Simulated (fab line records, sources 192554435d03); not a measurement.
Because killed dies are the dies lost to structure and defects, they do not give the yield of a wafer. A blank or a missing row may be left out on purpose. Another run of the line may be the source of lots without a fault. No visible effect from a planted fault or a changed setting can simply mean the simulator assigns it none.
fab line records	flow n5_finfet
record lots=7	wafers=18	last_day=17
route steps=1938 shown BEOL_M1@757 BEOL_M4@1111 PASSIVATION@1936
lots that met no fault: from a run of the same line without faults
start_h: start of the lot's first displayed wafer, in hours after the record's first day	wait_h: time in hours since the lot's previous step	" repeats the value in the row above	L1.1+2: a row that stands for several wafers	- no value, or no start given	* or withheld: withheld	< > ~ a bound
route shown NAME@n: NAME is a module with steps in the file, n the number in the route of the first one	usual: the fault-free wafers' mean and standard deviation	same: alike in all rows	chamber/n: place in a boat	sites: each site's reading	_std_site: the values' standard deviation	_edge_site: the outer-site mean with the inner-site mean subtracted	radius_mm: how far each site lies from the wafer's centre	mask NAME#n: copy n	behind: the most recent tool/chamber to have shaped the wafer	hold: why the lot went on hold/how many hours it stayed there/how the hold came to an end	device: names the non-switching transistor (n, p or np)	end of line: the route-end tests of the same wafers	a step given without rows: its recipe and nothing more	killed: the dies lost at the first sort to structure and to defects; this is not the yield of the wafer	map: dies across one wafer; x = killed, . = not, _ = none there
set.NAME: the run value of the setting; set.NAME@STEP: its run value at that earlier step	model.NAME: the simulator's own value behind a step, which no gauge read
certain route steps with their lots: each step a table, each wafer a row
services: a tool's chamber out of use, with start hour (start_h, from the record's first day; less than 0 if before it), hours out, and reason
## steps
# step N5_BEOL_M1_COAT_73
# recipe resist=underlayer	temp_c=205	time_s=60	spin_rpm=1500	resist_thk_nm=5
# step N5_BEOL_M1_COAT_05
# recipe resist=CAR-EUV	spin_rpm=1500	resist_thk_nm=30
# step N5_BEOL_M1_EBR_07
# recipe solvent=PGMEA	ebr_width_mm=1.5
# step N5_BEOL_M1_SOFTBAKE_06
# recipe temp_c=110	time_s=60	resist=CAR-EUV
# step N5_BEOL_M1_EXPOSE_08
# recipe mask_id=M1	na=0.33	source_shape=dipole	sigma_inner=0.369	sigma_outer=0.767	polarization=unpolarized	dose_mj=33
# step N5_BEOL_M1_PEB_09
# recipe peb_temp_c=100	peb_time_s=60	resist=CAR-EUV
# step N5_BEOL_M1_DEVELOP_10
# recipe develop_time_s=30	developer=TMAH	resist=CAR-EUV	rinse_liquid=surfactant_rinse	dry=air_spin	dev_temp_c=23
# step N5_BEOL_M1_CD_MEAS_11
# recipe target_cd_nm=17.05	landing_energy_ev=500	detector=se_inlens	polarity=opening
# usual cd_nm=17.00/0.25
lot.wafer	tool	chamber	start_h	wait_h	cd_nm
L428.1	cd_sem-03	0	135.73	-	16.42
L428.2	"	0	"	"	17.04
L428.4	"	0	"	"	16.78
L433.3	cd_sem-02	0	157.44	-	17.19
L433.4	"	0	"	"	17.20
L433.5	"	0	"	"	17.14
L435.1	cd_sem-01	0	191.92	-	16.92
L435.6	"	0	"	"	16.97
L438.3	cd_sem-01	0	197.30	-	16.99
L438.6	"	0	"	"	16.87
L440.1	cd_sem-01	0	208.93	-	16.88
L440.6	"	0	"	"	16.83
L448.1	cd_sem-02	0	253.24	-	16.72
L448.3	"	0	"	"	16.94
L448.5	"	0	"	"	16.98
L449.3	cd_sem-02	0	259.41	-	17.50
L449.4	"	0	"	"	17.29
L449.5	"	0	"	"	17.33
# step N5_BEOL_M1_OVL_MEAS_12
# recipe points_per_wafer=522
# usual M1_OVL=0.0/0.6
lot.wafer	tool	chamber	start_h	wait_h	M1_OVL[nm]
L428.1	overlay-02	0	135.76	0.0	0.1
L428.2	"	0	"	"	-0.3
L428.4	"	0	"	"	0.0
L433.3	overlay-01	0	157.48	0.0	-0.2
L433.4	"	0	"	"	1.0
L433.5	"	0	"	"	0.5
L435.1	overlay-02	0	191.95	0.0	-0.8
L435.6	"	0	"	"	-0.6
L438.3	overlay-01	0	197.34	0.0	0.5
L438.6	"	0	"	"	0.2
L440.1	overlay-02	0	208.96	0.0	0.2
L440.6	"	0	"	"	0.0
L448.1	overlay-02	0	253.27	0.0	-0.3
L448.3	"	0	"	"	-0.1
L448.5	"	0	"	"	-0.8
L449.3	overlay-02	0	259.45	0.0	-0.1
L449.4	"	0	"	"	0.2
L449.5	"	0	"	"	0.2
# step N5_BEOL_M1_INSPECT_13
# recipe mode=adi	inspect_instrument=brightfield
# usual raw_defect_count=396/95
lot.wafer	tool	chamber	start_h	wait_h	raw_defect_count
L428.1	defect_inspect-01	-	135.81	0.1	554
L428.2	"	-	"	"	538
L428.4	"	-	"	"	482
L433.3	defect_inspect-01	-	157.53	0.0	531
L433.4	"	-	"	"	431
L433.5	"	-	"	"	515
L435.1	defect_inspect-02	-	192.01	0.1	341
L435.6	"	-	"	"	297
L438.3	defect_inspect-01	-	197.39	0.1	260
L438.6	"	-	"	"	353
L440.1	defect_inspect-02	-	209.02	0.1	303
L440.6	"	-	"	"	298
L448.1	defect_inspect-02	-	253.33	0.1	440
L448.3	"	-	"	"	355
L448.5	"	-	"	"	464
L449.3	defect_inspect-01	-	259.50	0.0	392
L449.4	"	-	"	"	398
L449.5	"	-	"	"	419
# step N5_BEOL_M1_DESCUM_16
# recipe chemistry=O2	time_s=7	source_power_w=50	bias_power_w=20	pressure_mtorr=20	rf_frequency_hz=2.712e+07	temp_c=40	resist=CAR-EUV	o2_flow_sccm=225
# usual drypump_motor_current_A=5.8/0.5	oes_product_au=0.81/0.081	rf_fwd_power_W=49.38/0.24	rf_vpp_V=243.3/1.3	showerhead_plenum_p_Torr=2.10/0.073	throttle_valve_pct=20.41/0.22
lot.wafer	tool	chamber	start_h	wait_h	drypump_motor_current_A	oes_product_au	rf_fwd_power_W	rf_hours_counter_h	rf_vpp_V	showerhead_plenum_p_Torr	throttle_valve_pct
L428.1	rie_diel-06	3	135.85	0.0	6.5	0.86	49.56	66	241.8	2.04	20.44
L428.2	"	0	"	"	5.7	0.88	49.03	29	243.7	2.12	20.00
L428.4	"	2	"	"	6.5	0.79	49.43	138	242.5	2.10	20.50
L433.3	rie_diel-06	1	157.56	0.0	5.5	0.74	48.80	174	241.8	1.99	20.33
L433.4	"	3	"	"	6.5	0.85	49.50	72	243.2	2.04	20.46
L433.5	"	0	"	"	5.7	0.87	48.98	-	243.8	2.12	20.02
L435.1	rie_diel-06	3	192.05	0.0	6.6	0.83	49.42	82	242.5	2.04	20.45
L435.6	"	0	"	"	5.7	0.86	49.06	-	243.6	2.12	20.01
L438.3	rie_diel-06	0	197.88	0.5	5.8	0.85	49.22	48	243.1	2.12	20.04
L438.6	"	3	"	"	6.6	0.83	49.46	-	241.9	2.04	20.48
L440.1	rie_diel-06	3	209.06	0.0	6.5	0.83	49.48	88	241.6	2.03	20.48
L440.6	"	1	"	"	5.5	0.73	49.00	-	241.1	1.99	20.35
L448.1	rie_diel-02	0	253.36	0.0	5.1	0.88	49.81	41	245.4	2.21	20.58
L448.3	"	1	"	"	5.5	0.72	49.85	185	243.4	2.17	20.57
L448.5	"	3	"	"	6.6	0.89	49.83	-	244.5	2.15	20.22
L449.3	rie_diel-05	1	259.79	0.3	5.8	0.72	49.54	204	244.0	2.16	20.65
L449.4	"	2	"	"	5.4	0.71	49.47	204	242.9	2.07	20.80
L449.5	"	1	"	"	5.8	0.72	49.49	-	243.6	2.16	20.66
# step N5_BEOL_M1_ETCH_74
# recipe chemistry=N2/H2	target=underlayer	target_depth_a=65	mask_material=CAR-EUV	time_s=5.2	ion_energy_ev=200	pressure_mtorr=30	source_w=840	bias_w=150	n2_flow_sccm=200	h2_flow_sccm=200	ends=cleared
# usual drypump_motor_current_A=5.8/0.5	etch_rf_on_time_s=5.21/0.095	oes_product_au=0.69/0.068	rf_fwd_power_W=819.2/2.3	rf_vpp_V=524.4/2.6	showerhead_plenum_p_Torr=2.56/0.089	throttle_valve_pct=17.87/0.24
lot.wafer	tool	chamber	start_h	wait_h	drypump_motor_current_A	etch_rf_on_time_s	oes_product_au	rf_fwd_power_W	rf_hours_counter_h	rf_vpp_V	showerhead_plenum_p_Torr	throttle_valve_pct
L428.1	rie_diel-06	3	135.88	0.0	6.5	5.23	0.72	820.1	66	521.2	2.48	17.78
L428.2	"	0	"	"	5.7	5.17	0.75	822.6	29	523.7	2.60	17.58
L428.4	"	2	"	"	6.5	5.30	0.67	818.4	138	526.4	2.54	17.80
L433.3	rie_diel-06	1	157.60	0.0	5.5	5.34	0.62	818.1	174	521.9	2.43	17.90
L433.4	"	3	"	"	6.6	5.17	0.72	825.1	72	522.7	2.48	17.80
L433.5	"	0	"	"	5.7	5.09	0.74	825.2	-	526.3	2.60	17.60
L435.1	rie_diel-06	3	192.08	0.0	6.5	5.12	0.70	822.4	82	522.7	2.47	17.83
L435.6	"	0	"	"	5.8	5.11	0.73	819.3	-	525.6	2.59	17.61
L438.3	rie_diel-06	0	197.91	0.0	5.7	5.28	0.72	818.9	48	524.2	2.59	17.63
L438.6	"	3	"	"	6.6	5.24	0.69	816.4	-	522.6	2.47	17.82
L440.1	rie_diel-06	3	209.09	0.0	6.5	5.16	0.69	819.5	88	520.7	2.47	17.83
L440.6	"	1	"	"	5.5	5.21	0.62	817.6	-	519.1	2.43	17.95
L448.1	rie_diel-02	0	253.40	0.0	5.1	5.10	0.75	817.9	41	528.2	2.70	18.08
L448.3	"	1	"	"	5.5	5.33	0.62	821.8	185	528.7	2.64	18.12
L448.5	"	3	"	"	6.6	5.08	0.76	816.9	-	526.0	2.59	17.48
L449.3	rie_diel-05	1	259.82	0.0	5.9	5.27	0.62	825.1	204	526.0	2.63	18.19
L449.4	"	2	"	"	5.4	5.12	0.61	817.3	204	522.7	2.52	18.31
L449.5	"	1	"	"	5.8	5.21	0.62	822.7	-	526.3	2.63	18.19
# step N5_BEOL_M1_ETCH_63
# recipe chemistry=CF4	target=SiARC	target_depth_a=156	mask_material=CAR-EUV	time_s=26	ion_energy_ev=80	pressure_mtorr=40	source_w=545	bias_w=36	Ar_flow_sccm=100	cf4_flow_sccm=100	ends=cleared
# usual cf4_flow_sccm=100.1/0.33	drypump_motor_current_A=5.8/0.5	etch_rf_on_time_s=26.0/0.44	oes_product_au=0.69/0.069	rf_fwd_power_W=532.3/2.3	rf_vpp_V=184.0/1.2	showerhead_plenum_p_Torr=2.15/0.071	throttle_valve_pct=15.59/0.22
lot.wafer	tool	chamber	start_h	wait_h	cf4_flow_sccm	drypump_motor_current_A	etch_rf_on_time_s	oes_product_au	rf_fwd_power_W	rf_hours_counter_h	rf_vpp_V	showerhead_plenum_p_Torr	throttle_valve_pct
L428.1	rie_diel-06	3	135.90	0.0	100.0	6.5	25.6	0.73	533.0	66	183.5	2.09	15.55
L428.2	"	0	"	"	100.6	5.7	25.6	0.76	531.0	29	184.7	2.18	15.24
L428.4	"	2	"	"	100.4	6.5	26.0	0.67	531.0	138	184.6	2.15	15.73
L433.3	rie_diel-06	1	157.62	0.0	99.8	5.5	26.6	0.63	530.2	174	182.0	2.05	15.60
L433.4	"	3	"	"	100.4	6.6	26.0	0.71	529.8	72	183.3	2.08	15.55
L433.5	"	0	"	"	100.0	5.7	25.6	0.75	533.4	-	184.6	2.18	15.25
L435.1	rie_diel-06	3	192.10	0.0	100.0	6.5	19.8	0.82	532.0	82	183.3	2.08	15.57
L435.6	"	0	"	"	99.7	5.7	25.7	0.73	530.3	-	184.8	2.18	15.28
L438.3	rie_diel-06	0	197.93	0.0	99.9	5.7	19.7	0.85	534.3	48	184.7	2.18	15.28
L438.6	"	3	"	"	100.4	6.6	25.6	0.72	533.3	-	184.1	2.08	15.58
L440.1	rie_diel-06	3	209.11	0.0	100.1	6.5	19.7	0.83	531.3	88	181.7	2.08	15.57
L440.6	"	1	"	"	99.7	5.5	26.4	0.62	531.3	-	182.6	2.05	15.64
L448.1	rie_diel-02	0	253.41	0.0	100.1	5.1	25.6	0.75	533.6	41	184.2	2.27	15.80
L448.3	"	1	"	"	100.1	5.6	26.6	0.62	529.8	185	184.9	2.21	15.72
L448.5	"	3	"	"	99.4	6.6	25.7	0.76	537.1	-	184.0	2.18	15.29
L449.3	rie_diel-05	1	259.84	0.0	99.7	5.8	26.3	0.62	531.8	204	185.1	2.21	15.81
L449.4	"	2	"	"	100.0	5.4	26.2	0.61	535.2	204	184.2	2.12	15.97
L449.5	"	1	"	"	99.5	5.8	26.0	0.62	533.7	-	185.2	2.21	15.81
# step N5_BEOL_M1_ETCH_64
# recipe chemistry=N2/H2	target=SOC	target_depth_a=750	overetch_a=150	mask_material=SiARC	temp_c=40	time_s=112.5	ion_energy_ev=200	pressure_mtorr=30	source_w=840	bias_w=150	n2_flow_sccm=200	h2_flow_sccm=200
# usual drypump_motor_current_A=5.8/0.49	oes_product_au=0.64/0.058	rf_fwd_power_W=836.4/2.7	rf_vpp_V=524.2/2.6	showerhead_plenum_p_Torr=2.56/0.089	throttle_valve_pct=17.83/0.24
lot.wafer	tool	chamber	start_h	wait_h	drypump_motor_current_A	oes_product_au	rf_fwd_power_W	rf_hours_counter_h	rf_vpp_V	showerhead_plenum_p_Torr	throttle_valve_pct
L428.1	rie_diel-06	3	135.93	0.0	6.6	0.67	837.5	66	521.8	2.48	17.74
L428.2	"	0	"	"	5.7	0.70	832.7	29	527.2	2.60	17.54
L428.4	"	2	"	"	6.5	0.62	833.7	138	524.3	2.54	17.74
L433.3	rie_diel-06	1	157.64	0.0	5.5	0.59	830.0	174	521.8	2.43	17.86
L433.4	"	3	"	"	6.5	0.66	835.9	72	520.4	2.48	17.75
L433.5	"	0	"	"	5.8	0.68	837.3	-	526.2	2.60	17.54
L435.1	rie_diel-06	3	192.12	0.0	6.5	0.65	836.1	83	521.8	2.47	17.78
L435.6	"	0	"	"	5.7	0.67	832.9	-	524.3	2.59	17.57
L438.3	rie_diel-06	0	197.96	0.0	5.7	0.66	831.3	48	524.3	2.59	17.56
L438.6	"	3	"	"	6.6	0.65	834.3	-	522.8	2.47	17.80
L440.1	rie_diel-06	3	209.14	0.0	6.5	0.65	835.6	88	522.3	2.47	17.80
L440.6	"	1	"	"	5.5	0.58	832.1	-	520.5	2.43	17.89
L448.1	rie_diel-02	0	253.44	0.0	5.1	0.68	837.3	41	527.7	2.70	18.04
L448.3	"	1	"	"	5.6	0.58	834.6	185	527.8	2.64	18.07
L448.5	"	3	"	"	6.5	0.70	841.6	-	524.0	2.59	17.43
L449.3	rie_diel-05	1	259.87	0.0	5.8	0.59	841.6	204	527.0	2.63	18.17
L449.4	"	2	"	"	5.4	0.56	835.6	204	522.7	2.52	18.28
L449.5	"	1	"	"	5.9	0.58	836.4	-	525.9	2.63	18.15
# step N5_BEOL_M4_RC_MEAS_101
# usual DIBL_N=36.3/1.2	DIBL_P=36.7/1.5	IOFF_N=0.164/0.02	IOFF_P=0.214/0.024	ION_N=673/8.5	ION_P=461/5.9	SS_N=71.6/0.44	SS_P=73.3/0.55	VT_N=249.4/2.4	VT_P=-250.0/2.3
lot.wafer	tool	chamber	start_h	wait_h	DIBL_N[mV/V]	DIBL_P[mV/V]	IOFF_N[nA/um]	IOFF_P[nA/um]	ION_N[uA/um]	ION_P[uA/um]	SS_N[mV/dec]	SS_P[mV/dec]	VT_N[mV]	VT_P[mV]
L428.1	prober-02	0	171.73	0.0	35.2	33.6	0.146	0.190	674	462	71.2	72.8	250.3	-249.2
L428.2	"	0	"	"	36.0	34.6	0.151	0.207	660	462	71.9	73.1	250.2	-248.8
L428.4	"	0	"	"	36.6	34.5	0.158	0.204	666	457	71.4	73.3	250.9	-249.3
L433.3	prober-01	0	203.97	0.3	36.2	36.6	0.152	0.224	671	470	71.6	73.2	250.0	-247.6
L433.4	"	0	"	"	36.2	35.8	0.153	0.211	678	462	70.7	73.6	248.5	-249.2
L433.5	"	0	"	"	36.8	36.6	0.164	0.228	670	464	71.2	73.3	248.7	-245.8
L438.3	prober-02	0	233.51	0.3	35.6	35.4	0.153	0.209	671	459	72.1	73.8	252.9	-250.9
L438.6	"	0	"	"	36.2	36.1	0.160	0.213	673	462	72.3	74.1	249.9	-250.0
L435.1	prober-01	0	233.70	0.0	35.2	36.6	0.156	0.211	676	465	70.9	72.7	247.4	-249.8
L435.6	"	0	"	"	35.8	37.0	0.169	0.213	676	459	71.2	72.8	249.8	-250.5
L440.1	prober-02	0	254.03	0.0	37.5	38.8	0.176	0.203	665	453	72.3	73.5	247.6	-253.1
L440.6	"	0	"	"	38.7	39.2	0.201	0.215	663	450	72.1	73.4	249.5	-252.6
L448.1	prober-01	0	300.04	0.0	36.3	37.0	0.167	0.223	677	466	71.0	72.8	248.7	-250.5
L448.3	"	0	"	"	37.6	37.8	0.191	0.241	672	455	72.1	73.7	245.5	-250.5
L448.5	"	0	"	"	35.0	35.8	0.150	0.207	676	464	71.3	72.3	247.3	-251.2
L449.3	prober-02	0	303.10	0.3	37.8	37.9	0.176	0.228	681	468	71.1	72.6	248.3	-247.1
L449.4	"	0	"	"	37.9	38.0	0.180	0.226	679	464	72.1	73.4	246.9	-251.0
L449.5	"	0	"	"	38.6	39.1	0.198	0.242	687	467	72.2	73.1	246.9	-250.7
# step N5_PASSIVATION_PROBE_49
# usual defect_limited_yield=91.2/1.5	killed_at_M0_to_M3=35/11	killed_at_M4_up=13/5.6	killed_at_contacts=13/6.3	killed_at_front_end=38/12	killed_at_other=3.7/2.9	killed_dies=104/18	killed_open=69/13	killed_short=34/8.3	sort_bin_5_function=5.2/0.95	sort_bin_6_memory=3.3/0.68	sort_n_pass=1076/18	sort_yield_pct=91.2/1.5
# same gross_dies=1180	killed_at_back_side=0	sort_bin_4_leakage[%]=0	sort_bin_8_speed[%]=0
lot.wafer	tool	chamber	start_h	wait_h	defect_limited_yield[%]	killed_at_M0_to_M3	killed_at_M4_up	killed_at_contacts	killed_at_front_end	killed_at_other	killed_dies	killed_open	killed_short	sort_bin_5_function[%]	sort_bin_6_memory[%]	sort_n_pass	sort_yield_pct[%]
L428.1	prober-01	-	286.01	0.0	91.3	38	17	15	28	5	103	64	35	4.3	4.1	1077	91.3
L428.2	prober-01	-	286.06	0.1	90.8	45	5	13	40	5	108	67	40	5.1	3.6	1072	90.8
L428.4	prober-01	-	286.16	0.2	90.1	41	16	19	35	6	117	82	33	6.0	3.6	1063	90.1
L433.3	prober-01	-	305.67	0.1	94.2	22	7	6	28	6	69	31	35	3.1	2.1	1111	94.2
L433.4	prober-01	-	305.72	0.2	93.7	36	8	6	14	10	74	50	22	3.8	2.3	1106	93.7
L433.5	prober-01	-	305.77	0.2	90.7	27	27	11	29	16	110	70	33	5.7	3.5	1070	90.7
L435.1	prober-01	-	333.56	0.0	92.6	21	17	15	29	5	87	51	36	4.6	2.4	1093	92.6
L435.6	prober-01	-	333.81	0.3	93.6	8	16	13	36	3	76	45	29	4.3	1.9	1104	93.6
L438.3	prober-01	-	341.64	0.1	91.2	15	9	26	53	1	104	61	43	5.8	2.7	1076	91.2
L438.6	prober-01	-	341.79	0.3	91.0	28	12	9	57	0	106	66	39	5.1	3.6	1074	91.0
L440.1	prober-01	-	359.75	0.0	90.4	40	16	23	33	1	113	78	35	5.5	3.7	1067	90.4
L440.6	prober-01	-	360.00	0.3	91.7	38	8	15	33	4	98	62	36	5.7	2.4	1082	91.7
L448.1	prober-01	-	409.84	0.0	93.4	17	14	9	37	1	78	49	26	4.4	2.0	1102	93.4
L448.3	prober-01	-	409.94	0.1	91.4	42	7	13	34	5	101	71	29	5.3	3.1	1079	91.4
L448.5	prober-01	-	410.04	0.2	90.7	22	13	29	45	1	110	66	41	5.9	3.2	1070	90.7
L449.3	prober-02	-	410.89	0.1	90.1	27	22	19	46	3	117	83	34	5.7	4.0	1063	90.1
L449.4	prober-02	-	410.94	0.2	87.9	51	11	14	59	8	143	91	47	6.9	4.7	1037	87.9
L449.5	prober-02	-	410.99	0.2	90.4	25	10	7	62	9	113	67	44	5.8	3.4	1067	90.4
# killed by level:class
L428.1 MOL_CONTACT_COAG:geometric_particle:open=12 BEOL_M0_SAQP:geometric_particle:open=10 BEOL_M3:geometric_particle:open=7 BEOL_M0_SAQP:geometric_particle:short=7 BEOL_M4:geometric_particle:open=7 FIN_SAQP:geometric_particle:open=6 FIN_SAQP:geometric_particle:short=5 BEOL_M3:geometric_particle:short=5
L428.2 BEOL_M0_SAQP:geometric_particle:open=13 MOL_CONTACT_COAG:geometric_particle:open=11 BEOL_M3:geometric_particle:open=11 BEOL_M0_SAQP:geometric_particle:short=10 FIN_SAQP:geometric_particle:short=7 STARTING-WAFER:geometric_particle:short=7 STI_FIN_REVEAL:geometric_particle:open=6 GATE_CUT:geometric_particle:short=4
L428.4 MOL_CONTACT_COAG:geometric_particle:open=13 BEOL_M0_SAQP:geometric_particle:open=11 DUMMY_GATE:geometric_particle:open=10 FIN_SAQP:geometric_particle:open=9 BEOL_M0_SAQP:geometric_particle:short=9 BEOL_M1:geometric_particle:open=9 BEOL_M4:geometric_particle:open=9 MOL_CONTACT_COAG:geometric_particle:short=5
L433.3 FIN_SAQP:geometric_particle:short=8 BEOL_M0_SAQP:geometric_particle:short=6 GATE_CUT:geometric_particle:short=5 MOL_CONTACT_COAG:geometric_particle:open=4 BEOL_M1:geometric_particle:open=4 BEOL_M2:geometric_particle:open=4 FIN_SAQP:geometric_particle:open=3 DUMMY_GATE:geometric_particle:short=3
L433.4 BEOL_M2:geometric_particle:open=11 BEOL_M0_SAQP:geometric_particle:short=6 MOL_CONTACT_COAG:geometric_particle:open=5 DUMMY_GATE:geometric_particle:open=4 BEOL_M0_SAQP:geometric_particle:open=4 BEOL_M1:geometric_particle:short=4 BEOL_M3:geometric_particle:open=4 STARTING-WAFER:geometric_particle:open=4
L433.5 MOL_CONTACT_COAG:geometric_particle:open=11 BEOL_M4:geometric_particle:open=11 FIN_SAQP:geometric_particle:short=7 BEOL_M0_SAQP:geometric_particle:short=6 STARTING-WAFER:geometric_particle:open=6 BEOL_M2:geometric_particle:open=5 PASS1_CAP:geometric_particle:open=5 BEOL_M0_SAQP:geometric_particle:open=4
L435.1 MOL_CONTACT_COAG:geometric_particle:open=10 FIN_SAQP:geometric_particle:open=9 BEOL_M0_SAQP:geometric_particle:open=6 MOL_CONTACT_COAG:geometric_particle:short=5 BEOL_M0_SAQP:geometric_particle:short=5 BEOL_M4:geometric_particle:open=4 STI_FIN_REVEAL:geometric_particle:open=3 DUMMY_GATE:geometric_particle:short=3
L435.6 MOL_CONTACT_COAG:geometric_particle:open=11 FIN_SAQP:geometric_particle:open=10 FIN_SAQP:geometric_particle:short=10 BEOL_M4:geometric_particle:open=5 BEOL_M0_SAQP:geometric_particle:short=4 GATE_CUT:geometric_particle:short=3 BEOL_M7:geometric_particle:open=3 DUMMY_GATE:geometric_particle:open=2
L438.3 FIN_SAQP:geometric_particle:open=20 MOL_CONTACT_COAG:geometric_particle:open=18 FIN_SAQP:geometric_particle:short=12 MOL_CONTACT_COAG:geometric_particle:short=8 STI_FIN_REVEAL:geometric_particle:open=7 BEOL_M0_SAQP:geometric_particle:short=7 BEOL_M1:geometric_particle:short=5 BEOL_M0_SAQP:geometric_particle:open=3
L438.6 FIN_SAQP:geometric_particle:open=17 FIN_SAQP:geometric_particle:short=11 BEOL_M0_SAQP:geometric_particle:short=10 STI_FIN_REVEAL:geometric_particle:open=8 MOL_CONTACT_COAG:geometric_particle:open=7 BEOL_M1:geometric_particle:open=6 GATE_CUT:geometric_particle:short=5 BEOL_M0_SAQP:geometric_particle:open=5
L440.1 MOL_CONTACT_COAG:geometric_particle:open=16 STI_FIN_REVEAL:geometric_particle:open=15 BEOL_M1:geometric_particle:open=11 BEOL_M0_SAQP:geometric_particle:short=8 BEOL_M2:geometric_particle:open=8 FIN_SAQP:geometric_particle:short=7 MOL_CONTACT_COAG:geometric_particle:short=7 BEOL_M0_SAQP:geometric_particle:open=7
L440.6 STI_FIN_REVEAL:geometric_particle:open=14 MOL_CONTACT_COAG:geometric_particle:open=9 BEOL_M2:geometric_particle:open=9 BEOL_M0_SAQP:geometric_particle:short=8 FIN_SAQP:geometric_particle:open=6 STARTING-WAFER:geometric_particle:short=6 MOL_CONTACT_COAG:geometric_particle:short=6 BEOL_M1:geometric_particle:open=6
L448.1 FIN_SAQP:geometric_particle:short=8 MOL_CONTACT_COAG:geometric_particle:open=7 BEOL_M1:geometric_particle:open=6 DUMMY_GATE:geometric_particle:open=5 BEOL_M3:geometric_particle:open=5 FIN_SAQP:geometric_particle:open=3 GATE_CUT:geometric_particle:open=3 GATE_CUT:geometric_particle:short=3
L448.3 MOL_CONTACT_COAG:geometric_particle:open=11 BEOL_M2:geometric_particle:open=11 FIN_SAQP:geometric_particle:open=10 BEOL_M3:geometric_particle:open=8 BEOL_M0_SAQP:geometric_particle:open=7 FIN_SAQP:geometric_particle:short=5 STI_FIN_REVEAL:geometric_particle:open=5 BEOL_M0_SAQP:geometric_particle:short=5
L448.5 MOL_CONTACT_COAG:geometric_particle:open=24 FIN_SAQP:geometric_particle:short=13 STI_FIN_REVEAL:geometric_particle:open=9 MOL_CONTACT_COAG:geometric_particle:short=5 BEOL_M0_SAQP:geometric_particle:short=5 BEOL_M2:geometric_particle:open=5 BEOL_M3:geometric_particle:open=5 STI_FIN_REVEAL:geometric_particle:short=4
L449.3 MOL_CONTACT_COAG:geometric_particle:open=18 FIN_SAQP:geometric_particle:open=14 BEOL_M0_SAQP:geometric_particle:open=13 BEOL_M4:geometric_particle:open=10 FIN_SAQP:geometric_particle:short=9 BEOL_M0_SAQP:geometric_particle:short=6 BEOL_M5:geometric_particle:open=5 STARTING-WAFER:geometric_particle:open=4
L449.4 BEOL_M0_SAQP:geometric_particle:short=18 FIN_SAQP:geometric_particle:open=17 BEOL_M0_SAQP:geometric_particle:open=16 STI_FIN_REVEAL:geometric_particle:open=15 FIN_SAQP:geometric_particle:short=12 MOL_CONTACT_COAG:geometric_particle:open=11 BEOL_M1:geometric_particle:open=9 BEOL_M4:geometric_particle:open=6
L449.5 FIN_SAQP:geometric_particle:open=18 FIN_SAQP:geometric_particle:short=18 STI_FIN_REVEAL:geometric_particle:open=13 BEOL_M1:geometric_particle:open=10 MOL_CONTACT_COAG:geometric_particle:open=6 BEOL_M0_SAQP:geometric_particle:short=6 BEOL_M4:geometric_particle:open=6 GATE_CUT:geometric_particle:short=4
## services
tool	chamber	start_h	hours	kind
rie_diel-06	1	113.05	1.8	repair
rie_diel-02	2	113.09	5.5	repair
rie_diel-02	3	114.85	2.7	repair
rie_diel-02	0	118.74	-	clean
rie_diel-02	0	118.74	-	consumable_replace:focus_ring
rie_diel-02	0	118.74	-	consumable_replace:showerhead
rie_diel-02	0	118.74	18.6	scheduled_down
rie_diel-02	0	118.74	18.6	vent_cycle
rie_diel-05	0	134.07	5.7	repair
rie_diel-02	3	143.56	-	clean
rie_diel-02	3	143.56	-	consumable_replace:focus_ring
rie_diel-05	0	159.98	-	clean
rie_diel-05	0	159.98	-	consumable_replace:focus_ring
rie_diel-05	0	159.98	15.6	scheduled_down
rie_diel-05	0	159.98	15.6	vent_cycle
rie_diel-05	3	175.58	-	clean
rie_diel-05	3	175.58	-	consumable_replace:focus_ring
rie_diel-05	3	175.58	-	consumable_replace:showerhead
rie_diel-05	3	175.58	22.7	scheduled_down
rie_diel-05	3	175.58	22.7	vent_cycle
rie_diel-02	2	187.47	42.2	repair
rie_diel-05	-	197.43	0.5	repair
## key
first_sign step=N5_BEOL_M1_ETCH_63	reading=etch_rf_on_time_s	direction=down	sigmas=14	usual=*	struck=*
effect step=N5_BEOL_M1_ETCH_63	reading=oes_product_au	direction=up	sigmas=2.1	usual=0.69	struck=0.83
met_at N5_BEOL_M1_ETCH_63
struck_wafers L435.1,L438.3,L440.1
onset_between 157.62 192.10
fault kind=process_parameter_drift	tool=rie_diel-06	chamber=-	onset_h=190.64	steps=N5_BEOL_M1_ETCH_63	channel=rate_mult	offset=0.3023	shape=step	end_h=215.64	scope=struck_wafers_only
